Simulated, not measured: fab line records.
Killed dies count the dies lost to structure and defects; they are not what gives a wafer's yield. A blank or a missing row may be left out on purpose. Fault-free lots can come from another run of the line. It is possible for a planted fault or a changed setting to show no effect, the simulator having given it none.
Code-filled problem report in 8D (eight disciplines) form    flow nand harc    the parts of the form that need people (team, actions taken, sign-off) are left out

## 1. PROBLEM STATEMENT
Wafers without a fault read 63, standard deviation 27; killed at array at NHARC_END_SORT_01 reads a mean of 672 on 2 wafers belonging to 2 lots. That is +23 standard deviations from the usual mean.
The first sign was on wafer L634.5 at day 25 16:56, on prober-01. The record has a number at this step for 6 wafers belonging to 2 lots. By rule, "out" or "out of limits" means more than 4 standard deviations away from the usual mean. Any other wafer with a number is counted as sound.

## 2. WHAT IT IS, AND WHAT IT ISN'T
question                     is                            is not
which readings at this step  killed at array, killed dies  killed at other, killed open, killed short
which lots                   L634, L635                    -
which wafers of those lots   L634.5, L635.3                L634.2, L634.6, L635.2, L635.4
read on which gauges         prober-01                     -
when                         from day 25 16:56             up to then (1 sound wafer); but 3 sound wafers of L634, L635 came after

## 3. THE SUSPECTS, EACH WITH WHAT RULES IT OUT
Counting: a tool at a process step up to the reading stays a suspect if it ran every lot that is out. Sound lots after the first of them don't rule it out here, since some wafers of a struck lot are sound.
- the gauge at NHARC_END_SORT_01: kept. All the wafers that are out were read on prober-01, and no step on other tools shows them out.
- rie diel-07 at NHARC_A_BLC_ETCH_18 (etches the open film in C4F8/O2/Ar, target depth 910 nm): kept. It ran every lot that is out, first L634 (day 23 22:27). NHARC_A_BLC_ETCH_18: start missing for some lots; hours and lot order therefore follow NHARC_A_BLC_STRIP_29.
- ald metal-03 at NHARC_A_BLC_ALD_23 (deposits TiN, target thk 3 nm, pulse time 1 s, ald cycles 150): kept. It ran every lot that is out, first L634 (day 23 23:11).
- Within rie diel-07 at NHARC_A_BLC_ETCH_18: the wafers that are out ran in chambers 1, 3; their sound lot-mates ran in chambers 0, 2.
Still standing after the count: rie diel-07 at NHARC_A_BLC_ETCH_18, ald metal-03 at NHARC_A_BLC_ALD_23, prober-01 at NHARC_END_SORT_01.

## 4. THE CAUSE (what the simulator had put in)
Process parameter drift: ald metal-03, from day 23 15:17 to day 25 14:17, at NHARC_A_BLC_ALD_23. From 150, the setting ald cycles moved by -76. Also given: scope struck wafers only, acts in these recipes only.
3 suspects survive the count, and this tool is in that group.

## 5. THE CHAIN OF EFFECTS, in route order
Rows list readings where the struck wafers' mean (over those with a number) sits beyond 3 standard deviations from the usual. Only readings whose record carries a usual standard deviation are examined. hours: median over the lots of the time between each lot's start at the first step of this table that gives one and its start at this step. sigmas: the change, counted in usual standard deviations.
hours  step               reading          usual  on struck wafers  change  sigmas
0      NHARC_END_SORT_01  killed at array  63     672               +608    +23
0      NHARC_END_SORT_01  killed dies      67     677               +610    +22

## 6. HOW IT WOULD HAVE BEEN CAUGHT EARLIER
In this record the first reading out of limits at a measuring or inspecting step was taken at day 25 16:56, 50 hours after the fault began at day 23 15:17.
Tool readings at NHARC_A_BLC_ALD_23 with a usual standard deviation given in the record: none out on any struck wafer, hence no alarm at a limit of 4 standard deviations on them.
Lots out: 2; all had begun NHARC_A_BLC_ALD_23 on ald metal-03 by day 25 16:56. A hold on the tool at that time would have spared none of them.
